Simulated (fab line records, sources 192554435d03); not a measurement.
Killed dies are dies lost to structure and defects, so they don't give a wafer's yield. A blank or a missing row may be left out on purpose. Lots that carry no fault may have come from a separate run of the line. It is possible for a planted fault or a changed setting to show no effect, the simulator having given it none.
Matching of chambers + flow n5-finfet + 4 sister chambers for N5_BEOL_M6_ALD_77 on ald-metal-01
The step deposits TaN, target thk 2 nm, pulse time 2 s, purge time 3 s. 4 wafers are shown with their chamber, then 7 later ones without.

== WAFERS WITH THEIR CHAMBER ==
| wafer  | chamber | heater-power-w (W) |
|--------|---------|--------------------|
| L079.4 | 1       | 419                |
| L082.6 | 2       | 301                |
| L090.1 | 0       | 339                |
| L090.2 | 3       | 483                |

== WAFERS WITHOUT THEIR CHAMBER ==
| wafer  | heater-power-w (W) |
|--------|--------------------|
| L090.3 | 302                |
| L095.4 | 298                |
| L095.5 | 423                |
| L095.6 | 302                |
| L094.3 | 301                |
| L094.4 | 344                |
| L094.6 | 348                |

== THE CHAMBER EACH PASSED THROUGH ==
| wafer  | from the rows above | in truth |
|--------|---------------------|----------|
| L090.3 | 2                   | 2        |
| L095.4 | 2                   | 2        |
| L095.5 | 1                   | 1        |
| L095.6 | 2                   | 2        |
| L094.3 | 2                   | 2        |
| L094.4 | 0                   | 0        |
| L094.6 | 0                   | 0        |
7 of 7 placed correctly. Number that these rows cannot place: 0. Wrongly placed: 0.
How it was worked out, from the rows above alone: a wafer's distance from a chamber is the root of the sum, over the readings, of the square of ((its reading less the chamber's mean) divided by the reading's scatter). If the next closest chamber is less than 2 further off than the closest, the wafer can't be placed; otherwise it belongs to the closest. For every chamber, the mean is computed from those of its wafers that are shown. The scatter: root of mean squared gap, hidden wafer to nearest shown wafer, with one shown wafer a chamber.
